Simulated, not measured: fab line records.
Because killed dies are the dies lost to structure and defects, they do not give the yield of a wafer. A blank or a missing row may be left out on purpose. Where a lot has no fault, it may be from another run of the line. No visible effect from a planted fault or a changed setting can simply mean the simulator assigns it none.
fab line records	flow n5_finfet
record: lots: 7	wafers: 19	last_day: 19
route steps=1938 shown BEOL_M0_SAQP@700 BEOL_M0_CUTY@701 BEOL_M4@1111 PASSIVATION@1936
lots that met no fault: taken from a fault-free run of the same line
start_h: hours from the record's first day to the start of the lot's first wafer shown	wait_h: how many hours have passed since the lot's step before this one	" same as the row above	L1.1+2: one row covering several wafers at once	- either no value or no given start	* or withheld: withheld	< > ~ a bound
route shown NAME@n: names a module that has steps shown in the file, with the first one's number in the route	usual: mean/standard deviation of fault-free wafers	same: alike in all rows	chamber/n: place in a boat	sites: readings site by site	_std_site: how widely they spread, as a standard deviation	_edge_site: outer sites' mean less inner sites'	radius_mm: for every site, how far away it sits from the centre of the wafer	mask NAME#n: copy n	behind: the last tool/chamber to shape the wafer	hold: what put the lot on hold/how long, in hours/how the hold closed	device: whichever transistor did not switch (one of n, p or np)	end of line: the tests these same wafers got at the end of their route	a step with no rows: only its recipe	killed: dies that structure and defects cost at the first sort, which is not the same as the wafer's yield	map: the dies of a wafer, with x for killed, . for not killed, _ for no die there
set.NAME: the run value of the setting; set.NAME@STEP: its run value at that earlier step	model.NAME: the simulator's own value behind a step, which no gauge read
a table for each step, a row for each wafer; lots at some steps of the route
services: when a tool's chamber went out of use (start_h, in hours from the record's first day, below 0 if earlier), for how many hours, and the reason
== steps ==
step: N5_BEOL_M0_SAQP_STRIP_75
recipe: chemistry: CF4	resist: SiARC	power_w: 300	bias_power_w: 75	pressure_mtorr: 50	cf4_flow_sccm: 150	rf_frequency_hz: 6e+07
usual: cf4_flow_sccm: 150.0/0.45	drypump_motor_current_A: 5.7/0.45	oes_product_au: 0.189/0.021	rf_fwd_power_W: 293.8/1.3	rf_vpp_V: 271.5/1.7	showerhead_plenum_p_Torr: 1.80/0.065	throttle_valve_pct: 13.50/0.19
lot.wafer	tool	chamber	start_h	wait_h	cf4_flow_sccm	drypump_motor_current_A	oes_product_au	rf_fwd_power_W	rf_hours_counter_h	rf_vpp_V	showerhead_plenum_p_Torr	throttle_valve_pct
L838.2	rie_diel-01	2	136.64	0.1	149.5	6.0	0.159	295.6	240	267.8	1.70	13.63
L838.3	"	1	"	"	149.4	5.8	0.226	292.2	1	275.1	1.90	13.47
L838.6	"	0	"	"	150.5	6.1	0.170	293.4	-	272.6	1.86	13.60
L844.1	rie_diel-02	3	170.66	0.1	150.3	6.1	0.196	292.6	74	271.4	1.81	13.18
L844.2	"	1	"	"	149.6	4.9	0.220	291.8	11	271.4	1.76	13.28
L844.3	"	0	"	"	150.3	5.6	0.210	292.0	8	271.6	1.83	13.54
L845.3	rie_diel-02	2	182.01	0.1	149.9	5.4	0.231	292.2	4	272.3	1.83	13.26
L845.6	"	2	"	"	150.6	5.4	0.228	291.7	-	273.2	1.83	13.26
L846.4	rie_diel-04	0	183.04	0.1	150.7	5.1	0.191	294.4	59	269.9	1.75	13.61
L846.6	"	0	"	"	150.2	5.1	0.191	294.1	-	269.9	1.75	13.60
L853.1	rie_diel-02	0	226.02	0.1	149.4	5.6	0.206	292.7	28	271.5	1.83	13.57
L853.3	"	1	"	"	150.2	4.9	0.207	292.9	29	270.7	1.76	13.33
L853.5	"	2	"	"	149.9	5.4	0.216	292.0	-	272.9	1.83	13.29
L856.1	rie_diel-04	1	248.24	0.1	150.5	5.5	0.175	294.2	158	271.0	1.79	13.53
L856.2	"	0	"	"	150.3	5.0	0.191	295.2	79	269.2	1.75	13.65
L856.5	"	1	"	"	150.4	5.5	0.175	293.3	-	271.0	1.79	13.52
L857.1	rie_diel-02	0	257.21	0.1	150.0	5.6	0.202	292.4	37	272.6	1.83	13.61
L857.3	"	3	"	"	150.3	6.2	0.191	293.8	99	270.0	1.80	13.23
L857.5	"	0	"	"	149.5	5.6	0.199	292.5	-	272.4	1.83	13.60
step: N5_BEOL_M0_CUTY_COAT_50
recipe: resist: SiARC	temp_c: 220	time_s: 60	spin_rpm: 1500	resist_thk_nm: 15
step: N5_BEOL_M0_CUTY_COAT_51
recipe: resist: CAR-ArF-block	spin_rpm: 1500	resist_thk_nm: 150
step: N5_BEOL_M0_CUTY_EBR_52
recipe: solvent: PGMEA	ebr_width_mm: 1.5
step: N5_BEOL_M0_CUTY_SOFTBAKE_53
recipe: temp_c: 110	time_s: 60	resist: CAR-ArF-block
step: N5_BEOL_M0_CUTY_EXPOSE_54
recipe: mask_id: M0_ABLK	na: 1.35	source_shape: conventional	sigma_outer: 0.8	polarization: unpolarized	dose_mj: 36
step: N5_BEOL_M0_CUTY_PEB_55
recipe: peb_temp_c: 110	peb_time_s: 60	resist: CAR-ArF-block
step: N5_BEOL_M0_CUTY_DEVELOP_56
recipe: develop_time_s: 30	developer: TMAH	resist: CAR-ArF-block	rinse_liquid: diw	dry: air_spin	dev_temp_c: 23
step: N5_BEOL_M0_CUTY_CD_MEAS_57
recipe: target_cd_nm: 200	landing_energy_ev: 500	detector: se_inlens	polarity: line
usual: cd_nm: 200.4/0.89
lot.wafer	tool	chamber	start_h	wait_h	cd_nm
L838.2	cd_sem-03	0	137.03	-	201.0
L838.3	"	0	"	"	201.2
L838.6	"	0	"	"	200.7
L844.1	cd_sem-03	0	171.05	-	200.9
L844.2	"	0	"	"	201.3
L844.3	"	0	"	"	200.8
L845.3	cd_sem-03	0	182.40	-	198.6
L845.6	"	0	"	"	199.1
L846.4	cd_sem-01	0	183.44	-	201.7
L846.6	"	0	"	"	200.1
L853.1	cd_sem-01	0	226.29	-	201.0
L853.3	"	0	"	"	200.3
L853.5	"	0	"	"	201.2
L856.1	cd_sem-03	0	248.63	-	200.2
L856.2	"	0	"	"	201.1
L856.5	"	0	"	"	199.8
L857.1	cd_sem-03	0	257.60	-	199.0
L857.3	"	0	"	"	200.2
L857.5	"	0	"	"	200.1
step: N5_BEOL_M0_CUTY_OVL_MEAS_58
recipe: points_per_wafer: 44
usual: M0_ABLK_OVL: -0.2/0.79
lot.wafer	tool	chamber	start_h	wait_h	M0_ABLK_OVL[nm]
L838.2	overlay-02	0	137.06	0.0	0.1
L838.3	"	0	"	"	0.3
L838.6	"	0	"	"	-0.9
L844.1	overlay-01	0	171.09	0.0	-1.2
L844.2	"	0	"	"	-2.3
L844.3	"	0	"	"	-0.5
L845.3	overlay-01	0	182.43	0.0	0.2
L845.6	"	0	"	"	-0.3
L846.4	overlay-02	0	183.47	0.0	1.1
L846.6	"	0	"	"	0.8
L853.1	overlay-02	0	226.32	0.0	-0.6
L853.3	"	0	"	"	-0.7
L853.5	"	0	"	"	0.1
L856.1	overlay-01	0	248.66	0.0	0.2
L856.2	"	0	"	"	-1.3
L856.5	"	0	"	"	0.6
L857.1	overlay-02	0	257.63	0.0	-0.4
L857.3	"	0	"	"	-0.4
L857.5	"	0	"	"	-0.6
step: N5_BEOL_M0_CUTY_INSPECT_59
recipe: mode: adi	inspect_instrument: macro
usual: raw_defect_count: 1.9/1.3
lot.wafer	tool	chamber	start_h	wait_h	raw_defect_count
L838.2	defect_inspect-01	-	137.09	0.0	1
L838.3	"	-	"	"	3
L838.6	"	-	"	"	3
L844.1	defect_inspect-02	-	171.11	0.0	3
L844.2	"	-	"	"	1
L844.3	"	-	"	"	1
L845.3	defect_inspect-02	-	182.45	0.0	0
L845.6	"	-	"	"	4
L846.4	defect_inspect-01	-	183.49	0.0	1
L846.6	"	-	"	"	0
L853.1	defect_inspect-01	-	226.35	0.0	4
L853.3	"	-	"	"	2
L853.5	"	-	"	"	4
L856.1	defect_inspect-01	-	248.68	0.0	2
L856.2	"	-	"	"	0
L856.5	"	-	"	"	1
L857.1	defect_inspect-01	-	257.65	0.0	1
L857.3	"	-	"	"	1
L857.5	"	-	"	"	2
step: N5_BEOL_M0_CUTY_DESCUM_61
recipe: chemistry: O2	time_s: 7.9	source_power_w: 50	bias_power_w: 20	pressure_mtorr: 20	rf_frequency_hz: 2.712e+07	temp_c: 40	resist: CAR-ArF-block	o2_flow_sccm: 225
usual: drypump_motor_current_A: 5.7/0.37	o2_flow_sccm: 224.9/0.7	oes_product_au: 0.79/0.1	rf_fwd_power_W: 49.38/0.27	rf_vpp_V: 242.9/1.4	showerhead_plenum_p_Torr: 2.08/0.07	throttle_valve_pct: 20.54/0.24
lot.wafer	tool	chamber	start_h	wait_h	drypump_motor_current_A	o2_flow_sccm	oes_product_au	rf_fwd_power_W	rf_hours_counter_h	rf_vpp_V	showerhead_plenum_p_Torr	throttle_valve_pct
L838.2	rie_diel-06	1	137.12	0.0	5.8	225.1	0.78	49.70	124	240.7	2.01	20.55
L838.3	"	2	"	"	5.5	223.5	0.82	49.14	79	243.7	2.11	20.21
L838.6	"	2	"	"	5.6	225.5	0.83	49.52	-	245.0	2.11	20.20
L844.1	rie_diel-03	3	171.26	0.2	5.3	225.3	0.71	49.64	206	242.1	2.07	20.36
L844.2	"	0	"	"	5.7	225.7	0.75	49.00	164	242.5	2.00	20.63
L844.3	"	1	"	"	5.5	225.3	0.70	49.20	235	243.5	2.07	20.93
L845.3	rie_diel-03	1	182.53	0.1	5.5	224.8	0.68	49.59	238	242.5	2.07	20.93
L845.6	"	2	"	"	5.8	223.8	0.91	49.19	-	244.8	2.23	20.28
L846.4	rie_diel-03	1	183.69	0.2	5.5	225.8	0.69	49.21	239	243.0	2.07	20.92
L846.6	"	2	"	"	5.8	226.4	0.92	49.27	-	244.4	2.22	20.26
L853.1	rie_diel-06	3	226.69	0.3	4.9	225.1	1.04	49.53	0	242.3	2.06	20.61
L853.3	"	0	"	"	5.7	223.6	0.95	49.17	9	242.5	2.05	20.34
L853.5	"	0	"	"	5.7	224.2	0.96	49.09	-	242.5	2.05	20.34
L856.1	rie_diel-03	3	251.27	2.6	5.3	224.4	0.68	49.69	242	243.7	2.06	20.42
L856.2	"	1	"	"	5.5	224.3	0.94	49.32	12	243.6	2.06	20.58
L856.5	"	2	"	"	5.8	224.6	0.86	48.96	-	245.6	2.21	20.32
L857.1	rie_diel-06	3	257.71	0.1	4.9	224.4	0.96	49.64	16	243.7	2.05	20.62
L857.3	"	1	"	"	5.8	224.9	0.73	49.76	174	240.9	1.99	20.62
L857.5	"	2	"	"	5.5	225.2	0.77	49.20	-	242.7	2.10	20.27
step: N5_BEOL_M0_CUTY_ETCH_62
recipe: chemistry: CF4	target: SiARC	mask_material: CAR-ArF-block	time_s: 58.5	ion_energy_ev: 80	pressure_mtorr: 40	source_w: 545	bias_w: 36	Ar_flow_sccm: 100	cf4_flow_sccm: 100	ends: cleared
usual: cf4_flow_sccm: 100.0/0.31	drypump_motor_current_A: 5.6/0.37	etch_rf_on_time_s: 58.5/0.96	oes_product_au: 0.67/0.088	rf_fwd_power_W: 538/3.1	rf_vpp_V: 183.8/1.2	showerhead_plenum_p_Torr: 2.12/0.07	throttle_valve_pct: 15.71/0.24
lot.wafer	tool	chamber	start_h	wait_h	cf4_flow_sccm	drypump_motor_current_A	etch_rf_on_time_s	oes_product_au	rf_fwd_power_W	rf_hours_counter_h	rf_vpp_V	showerhead_plenum_p_Torr	throttle_valve_pct
L838.2	rie_diel-06	1	137.15	0.0	100.2	5.8	59.4	0.66	543	124	183.2	2.07	15.74
L838.3	"	2	"	"	100.3	5.5	59.7	0.70	535	79	184.2	2.16	15.39
L838.6	"	2	"	"	100.4	5.5	59.5	0.70	535	-	185.5	2.16	15.39
L844.1	rie_diel-03	3	171.30	0.0	100.1	5.3	59.2	0.60	539	206	182.4	2.12	15.62
L844.2	"	0	"	"	100.0	5.7	39.9	0.81	530	164	183.2	2.05	15.84
L844.3	"	1	"	"	100.0	5.5	58.2	0.59	536	235	183.7	2.11	16.06
L845.3	rie_diel-03	1	182.56	0.0	99.7	5.5	58.6	0.59	537	238	183.1	2.10	16.05
L845.6	"	2	"	"	99.9	5.8	39.1	1.00	533	-	186.8	2.27	15.45
L846.4	rie_diel-03	1	183.73	0.0	100.2	5.5	58.2	0.60	539	239	183.1	2.10	16.06
L846.6	"	2	"	"	100.2	5.8	38.4	1.00	534	-	186.3	2.27	15.46
L853.1	rie_diel-06	3	226.73	0.0	99.7	4.9	57.1	0.88	540	0	181.6	2.11	15.67
L853.3	"	0	"	"	100.3	5.7	57.0	0.81	534	9	183.9	2.11	15.49
L853.5	"	0	"	"	100.3	5.7	57.5	0.80	533	-	183.3	2.11	15.47
L856.1	rie_diel-03	3	251.30	0.0	99.9	5.3	59.6	0.57	541	242	184.2	2.11	15.68
L856.2	"	1	"	"	100.2	5.5	58.3	0.81	536	13	184.8	2.10	15.61
L856.5	"	2	"	"	100.1	5.8	57.7	0.74	533	-	186.8	2.26	15.51
L857.1	rie_diel-06	3	257.75	0.0	100.1	4.9	57.0	0.81	539	16	182.8	2.10	15.69
L857.3	"	1	"	"	99.6	5.8	59.7	0.63	546	174	182.0	2.05	15.84
L857.5	"	2	"	"	99.1	5.5	59.7	0.65	539	-	184.1	2.15	15.49
step: N5_BEOL_M0_CUTY_ETCH_63
recipe: chemistry: N2/H2	target: SOC	target_depth_a: 827	overetch_a: 165	mask_material: SiARC	temp_c: 40	ion_energy_ev: 200	time_s: 124	pressure_mtorr: 30	source_w: 840	bias_w: 150	n2_flow_sccm: 200	h2_flow_sccm: 200
usual: drypump_motor_current_A: 5.7/0.37	oes_product_au: 0.65/0.079	rf_fwd_power_W: 837.3/2.8	rf_vpp_V: 523.2/2.5	showerhead_plenum_p_Torr: 2.52/0.086	throttle_valve_pct: 17.98/0.24
lot.wafer	tool	chamber	start_h	wait_h	drypump_motor_current_A	oes_product_au	rf_fwd_power_W	rf_hours_counter_h	rf_vpp_V	showerhead_plenum_p_Torr	throttle_valve_pct
L838.2	rie_diel-06	1	137.20	0.0	5.8	0.65	836.0	124	520.9	2.45	17.95
L838.3	"	2	"	"	5.5	0.67	838.6	79	524.4	2.58	17.74
L838.6	"	2	"	"	5.5	0.68	840.7	-	524.9	2.58	17.74
L844.1	rie_diel-03	3	171.34	0.0	5.3	0.58	835.8	206	523.1	2.52	17.79
L844.2	"	0	"	"	5.7	0.61	832.5	164	520.1	2.44	18.14
L844.3	"	1	"	"	5.5	0.57	840.4	235	522.9	2.50	18.31
L845.3	rie_diel-03	1	182.61	0.0	5.5	0.57	837.8	238	522.6	2.50	18.31
L845.6	"	2	"	"	5.8	0.75	834.1	-	529.1	2.70	17.74
L846.4	rie_diel-03	1	183.78	0.0	5.4	0.57	836.5	239	522.9	2.50	18.31
L846.6	"	2	"	"	5.8	0.74	837.2	-	528.3	2.70	17.72
L853.1	rie_diel-06	3	226.77	0.0	4.9	0.83	838.2	0	523.5	2.50	17.97
L853.3	"	0	"	"	5.7	0.77	836.6	9	522.7	2.49	17.69
L853.5	"	0	"	"	5.7	0.77	835.6	-	523.1	2.49	17.71
L856.1	rie_diel-03	3	251.35	0.0	5.3	0.57	837.2	242	524.9	2.50	17.86
L856.2	"	1	"	"	5.5	0.78	833.9	13	522.5	2.49	17.92
L856.5	"	2	"	"	5.8	0.71	834.8	-	527.0	2.69	17.79
L857.1	rie_diel-06	3	257.79	0.0	4.9	0.77	833.8	16	524.4	2.49	18.02
L857.3	"	1	"	"	5.8	0.60	838.1	174	521.4	2.43	18.04
L857.5	"	2	"	"	5.5	0.63	839.1	-	524.5	2.56	17.83
step: N5_BEOL_M4_RC_MEAS_101
usual: DIBL_N: 35.9/1.2	DIBL_P: 35.9/1.4	IOFF_N: 0.149/0.02	IOFF_P: 0.205/0.022	ION_N: 671/8.8	ION_P: 461/5.9	SS_N: 71.4/0.51	SS_P: 73.2/0.56	VT_N: 250.6/2.5	VT_P: -250.1/2.3
lot.wafer	tool	chamber	start_h	wait_h	DIBL_N[mV/V]	DIBL_P[mV/V]	IOFF_N[nA/um]	IOFF_P[nA/um]	ION_N[uA/um]	ION_P[uA/um]	SS_N[mV/dec]	SS_P[mV/dec]	VT_N[mV]	VT_P[mV]
L838.2	prober-02	0	241.70	0.2	34.2	34.4	0.139	0.191	669	458	70.8	72.4	247.5	-248.9
L838.3	"	0	"	"	34.6	35.0	0.141	0.196	670	460	71.0	73.1	251.6	-250.9
L838.6	"	0	"	"	35.1	35.8	0.161	0.212	677	462	71.4	73.1	250.3	-247.4
L844.1	prober-01	0	261.15	0.0	36.1	36.4	0.159	0.195	678	462	71.8	74.0	249.0	-251.3
L844.2	"	0	"	"	36.3	36.8	0.158	0.198	671	456	71.2	74.6	251.2	-252.5
L844.3	"	0	"	"	36.4	36.4	0.171	0.194	684	456	71.6	73.9	247.1	-250.9
L845.3	prober-02	0	277.97	0.4	36.8	35.6	0.152	0.185	656	450	71.5	73.7	250.0	-253.8
L845.6	"	0	"	"	37.9	36.3	0.162	0.199	668	452	72.3	74.2	252.3	-252.4
L846.4	prober-02	0	293.26	0.5	35.7	36.7	0.163	0.224	685	469	71.3	73.3	248.8	-248.1
L846.6	"	0	"	"	35.7	36.9	0.161	0.229	677	471	71.6	73.3	247.7	-246.6
L853.1	prober-02	0	322.35	0.0	37.1	36.8	0.147	0.197	671	460	71.9	73.4	252.4	-251.4
L853.3	"	0	"	"	36.9	36.5	0.146	0.199	669	455	72.0	73.2	252.0	-251.3
L853.5	"	0	"	"	35.5	35.2	0.125	0.177	668	456	70.9	72.8	255.0	-251.4
L857.1	prober-01	0	323.55	0.0	36.0	35.9	0.149	0.191	681	461	71.5	72.7	250.7	-251.3
L857.3	"	0	"	"	33.8	33.3	0.113	0.160	656	451	71.0	72.1	252.8	-254.4
L857.5	"	0	"	"	35.4	35.5	0.137	0.192	665	457	71.2	72.9	251.9	-251.6
L856.1	prober-02	0	339.80	0.0	35.9	36.2	0.144	0.202	662	455	71.2	73.5	249.8	-251.7
L856.2	"	0	"	"	37.9	38.2	0.180	0.243	675	462	71.9	73.9	247.1	-248.7
L856.5	"	0	"	"	36.8	37.1	0.156	0.225	685	473	71.1	73.7	249.2	-247.3
step: N5_PASSIVATION_PROBE_49
usual: defect_limited_yield: 91.1/1.4	killed_at_M0_to_M3: 34/10	killed_at_M4_up: 14/5.5	killed_at_contacts: 12/5.1	killed_at_front_end: 41/12	killed_at_other: 4/3.1	killed_dies: 105/17	killed_open: 70/13	killed_short: 33/7.6	sort_bin_5_function: 5.3/0.98	sort_bin_6_memory: 3.3/0.67	sort_n_pass: 1075/17	sort_yield_pct: 91.1/1.4
same: gross_dies: 1180	killed_at_back_side: 0	sort_bin_4_leakage[%]: 0	sort_bin_8_speed[%]: 0
lot.wafer	tool	chamber	start_h	wait_h	defect_limited_yield[%]	killed_at_M0_to_M3	killed_at_M4_up	killed_at_contacts	killed_at_front_end	killed_at_other	killed_dies	killed_open	killed_short	sort_bin_5_function[%]	sort_bin_6_memory[%]	sort_n_pass	sort_yield_pct[%]
L844.1	prober-01	-	363.15	0.0	90.8	31	8	5	64	1	109	76	31	5.1	3.7	1071	90.8
L844.2	prober-01	-	363.20	0.1	92.5	22	13	10	42	2	89	54	33	4.8	2.4	1091	92.5
L844.3	prober-01	-	363.25	0.1	90.8	29	6	18	55	1	109	73	34	5.2	3.6	1071	90.8
L845.3	prober-02	-	383.30	0.1	88.0	41	22	14	60	5	142	102	40	6.4	5.2	1038	88.0
L845.6	prober-02	-	383.45	0.3	90.7	31	12	15	49	3	110	70	38	5.8	3.4	1070	90.7
L857.1	prober-01	-	420.26	0.0	91.7	38	7	4	47	2	98	69	28	5.3	2.7	1082	91.7
L857.3	prober-01	-	420.36	0.1	90.7	54	13	17	24	2	110	84	24	5.4	3.4	1070	90.7
L857.5	prober-01	-	420.46	0.2	90.4	33	14	15	44	7	113	79	31	5.0	4.3	1067	90.4
killed by level:class
L844.1 STI_FIN_REVEAL:geometric_particle:open=19 FIN_SAQP:geometric_particle:open=15 BEOL_M0_SAQP:geometric_particle:open=11 FIN_SAQP:geometric_particle:short=6 GATE_CUT:geometric_particle:short=6 BEOL_M0_SAQP:geometric_particle:short=6 ILD0:geometric_particle:short=5 MOL_CONTACT_COAG:geometric_particle:open=4
L844.2 FIN_SAQP:geometric_particle:short=8 MOL_CONTACT_COAG:geometric_particle:open=8 BEOL_M0:geometric_particle:open=8 BEOL_M4:geometric_particle:open=7 BEOL_M1:geometric_particle:open=6 FIN_SAQP:geometric_particle:open=5 ILD0:geometric_particle:short=5 GATE_CUT:geometric_particle:short=5
L844.3 FIN_SAQP:geometric_particle:open=16 MOL_CONTACT_COAG:geometric_particle:open=14 BEOL_M3:geometric_particle:open=9 FIN_SAQP:geometric_particle:short=6 BEOL_M1:geometric_particle:open=6 GATE_CUT:geometric_particle:short=5 ILD0:geometric_particle:short=4 MOL_CONTACT_COAG:geometric_particle:short=4
L845.3 FIN_SAQP:geometric_particle:open=15 MOL_CONTACT_COAG:geometric_particle:open=14 BEOL_M0_SAQP:geometric_particle:short=13 BEOL_M0_SAQP:geometric_particle:open=12 FIN_SAQP:geometric_particle:short=11 BEOL_M1:geometric_particle:open=11 BEOL_M4:geometric_particle:open=9 DUMMY_GATE:geometric_particle:open=8
L845.6 MOL_CONTACT_COAG:geometric_particle:open=15 DUMMY_GATE:geometric_particle:open=14 BEOL_M0_SAQP:geometric_particle:short=11 BEOL_M0_SAQP:geometric_particle:open=8 STI_FIN_REVEAL:geometric_particle:open=6 GATE_CUT:geometric_particle:short=6 BEOL_M4:geometric_particle:open=6 FIN_SAQP:geometric_particle:open=5
L857.1 BEOL_M0_SAQP:geometric_particle:open=12 STI_FIN_REVEAL:geometric_particle:open=11 FIN_SAQP:geometric_particle:open=10 BEOL_M0_SAQP:geometric_particle:short=8 ILD0:geometric_particle:open=7 BEOL_M3:geometric_particle:open=7 BEOL_M1:geometric_particle:open=5 FIN_SAQP:geometric_particle:short=4
L857.3 BEOL_M3:geometric_particle:open=21 MOL_CONTACT_COAG:geometric_particle:open=13 BEOL_M1:geometric_particle:open=9 BEOL_M0_SAQP:geometric_particle:open=6 FIN_SAQP:geometric_particle:open=5 BEOL_M0_SAQP:geometric_particle:short=5 MOL_CONTACT_COAG:geometric_particle:short=4 BEOL_M0:geometric_particle:open=4
L857.5 MOL_CONTACT_COAG:geometric_particle:open=14 STI_FIN_REVEAL:geometric_particle:open=10 BEOL_M0_SAQP:geometric_particle:open=10 BEOL_M0_SAQP:geometric_particle:short=8 GATE_CUT:geometric_particle:short=7 FIN_SAQP:geometric_particle:open=6 FIN_SAQP:geometric_particle:short=5 BEOL_M2:geometric_particle:open=5
== services ==
tool	chamber	start_h	hours	kind
rie_diel-02	0	119.80	-	clean
rie_diel-02	0	119.80	-	consumable_replace:focus_ring
rie_diel-02	0	119.80	19.5	scheduled_down
rie_diel-02	0	119.80	19.5	vent_cycle
rie_diel-02	2	145.12	-	clean
rie_diel-02	-	153.92	15.6	pm
rie_diel-03	2	170.07	2.4	repair
rie_diel-01	2	178.02	2.6	repair
rie_diel-06	0	187.27	-	clean
rie_diel-06	0	187.27	-	consumable_replace:focus_ring
rie_diel-06	0	187.27	16.8	scheduled_down
rie_diel-06	0	187.27	16.8	vent_cycle
rie_diel-04	1	187.68	4.9	repair
rie_diel-01	2	195.10	8.9	repair
rie_diel-06	3	204.37	-	clean
rie_diel-06	3	204.37	-	consumable_replace:focus_ring
rie_diel-06	3	204.37	20.5	scheduled_down
rie_diel-06	3	204.37	20.5	vent_cycle
rie_diel-03	1	211.56	-	clean
rie_diel-03	1	211.56	-	consumable_replace:focus_ring
rie_diel-03	1	211.56	15.2	scheduled_down
rie_diel-03	1	211.56	15.2	vent_cycle
rie_diel-02	3	218.90	6.0	repair
rie_diel-02	3	241.30	2.1	repair
== key ==
first_sign: step: N5_BEOL_M0_CUTY_ETCH_62	reading: etch_rf_on_time_s	direction: down	sigmas: 20	usual: *	struck: *
effect: step: N5_BEOL_M0_CUTY_ETCH_62	reading: oes_product_au	direction: up	sigmas: 3	usual: 0.67	struck: 0.93	wafers_moved: 2
met_at N5_BEOL_M0_CUTY_ETCH_62
struck_wafers L844.2,L845.6,L846.6
fault: kind: process_parameter_drift	tool: rie_diel-03	chamber: -	onset_h: 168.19	steps: N5_BEOL_M0_CUTY_ETCH_62	channel: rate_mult	offset: 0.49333	shape: step	end_h: 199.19	scope: struck_wafers_only
